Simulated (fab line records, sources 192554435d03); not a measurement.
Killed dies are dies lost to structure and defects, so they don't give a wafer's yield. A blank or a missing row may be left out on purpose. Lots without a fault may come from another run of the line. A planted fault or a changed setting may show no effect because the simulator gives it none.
Which tool did it? | flow n5_finfet | 9 lots, 25 wafers sampled, at 1 step of a route of 1938

WHAT THE GAUGES READ, wafer by wafer
N5_BEOL_M4_RC_MEAS_101. Usual: DIBL_N 36.6 mV/V, standard deviation 1.9; DIBL_P 36.7 mV/V, standard deviation 2.2; IOFF_N 0.16 nA/um, standard deviation 0.035; IOFF_P 0.22 nA/um, standard deviation 0.038; ION_N 672 uA/um, standard deviation 14; ION_P 462 uA/um, standard deviation 8.3; SS_N 71.6 mV/dec, standard deviation 0.65; SS_P 73.5 mV/dec, standard deviation 0.72; VT_N 250 mV, standard deviation 3.5; VT_P -250 mV, standard deviation 3.1.
lot  | measured     | on        | DIBL_N (mV/V)  | DIBL_P (mV/V)  | IOFF_N (nA/um) | IOFF_P (nA/um) | ION_N (uA/um) | ION_P (uA/um) | SS_N (mV/dec)  | SS_P (mV/dec)  | VT_N (mV)   | VT_P (mV)      | flag
L508 | day 9 10:38  | prober-02 | 37.8 42.0 34.8 | 36.2 40.1 33.9 | 0.15 0.27 0.13 | 0.21 0.27 0.18 | 666 682 680   | 459 458 468   | 71.6 73.9 71.1 | 72.7 74.7 72.6 | 250 245 252 | -249 -249 -251 |
L507 | day 9 11:10  | prober-01 | 39.2 37.5 33.2 | 40.5 39.0 32.6 | 0.22 0.17 0.10 | 0.34 0.29 0.18 | 686 677 646   | 483 471 455   | 71.1 71.0 69.9 | 74.5 73.9 72.5 | 243 247 255 | -239 -244 -252 |
L511 | day 9 15:41  | prober-02 | 36.5 34.4 33.4 | 36.7 34.7 32.6 | 0.15 0.12 0.11 | 0.19 0.16 0.14 | 653 667 650   | 448 453 442   | 71.6 71.0 70.7 | 73.3 72.7 71.6 | 254 254 257 | -258 -257 -257 |
L510 | day 9 21:14  | prober-02 | 35.1 36.8 35.6 | 35.1 37.9 36.8 | 0.14 0.16 0.15 | 0.18 0.22 0.21 | 679 668 680   | 466 460 469   | 71.7 71.1 70.9 | 72.6 74.0 72.8 | 252 253 250 | -252 -251 -249 |
L516 | day 11 09:17 | prober-02 | 36.3 37.3 36.5 | 36.6 38.0 37.6 | 0.15 0.16 0.16 | 0.21 0.23 0.22 | 678 659 681   | 468 459 463   | 71.1 71.4 71.4 | 73.3 74.0 73.7 | 252 250 247 | -252 -248 -250 |
L518 | day 11 14:56 | prober-01 | 32.7 36.4 33.4 | 34.8 38.2 34.6 | 0.12 0.18 0.12 | 0.18 0.23 0.18 | 655 670 665   | 459 466 460   | 70.9 72.2 71.6 | 72.7 73.1 72.6 | 252 249 253 | -252 -249 -252 |
L517 | day 11 17:17 | prober-02 | 34.1 33.8      | 33.4 32.8      | 0.13 0.12      | 0.17 0.16      | 650 656       | 448 454       | 71.7 71.4      | 72.8 72.9      | 254 256     | -253 -253      |
L519 | day 11 17:41 | prober-01 | 39.4 37.5      | 38.3 36.3      | 0.19 0.16      | 0.29 0.26      | 660 674       | 458 468       | 72.1 72.5      | 74.2 73.5      | 249 251     | -245 -248      |
L528 | day 14 14:19 | prober-02 | 38.1 35.2 35.7 | 37.1 34.2 34.4 | 0.19 0.14 0.14 | 0.25 0.19 0.21 | 669 680 678   | 458 466 474   | 71.4 71.2 71.6 | 73.8 72.6 73.6 | 249 251 249 | -248 -250 -248 |

WHICH TOOL RAN EACH LOT (tool, then ch and the chambers of the sampled wafers, then the start)
The record holds no process step before these readings.

WHAT THE TOOLS THEMSELVES READ (means of the sampled wafers that have a number; where no wafer has one, the mark that the record gives instead)
The record holds no such reading with a usual standard deviation.

THE ANSWER, worked out from the rows above alone
Rule: a lot is off if the mean of its wafers that have a number lies more than 3 standard deviations from the usual mean. A lot without any number at a reading at which 4 lots or more have one is off too. The other lots that the step has rows for count as sound. The gauges are gone through in route order, then the tools' own readings, and for those a lot's mean is taken as printed above. The first step at which some lot is off is used, and at that step the reading that is off furthest; a lot without a number counts as furthest.
No lot is off at any reading shown: from this, nothing can be told.

WHAT THE SIMULATOR HAD PUT IN
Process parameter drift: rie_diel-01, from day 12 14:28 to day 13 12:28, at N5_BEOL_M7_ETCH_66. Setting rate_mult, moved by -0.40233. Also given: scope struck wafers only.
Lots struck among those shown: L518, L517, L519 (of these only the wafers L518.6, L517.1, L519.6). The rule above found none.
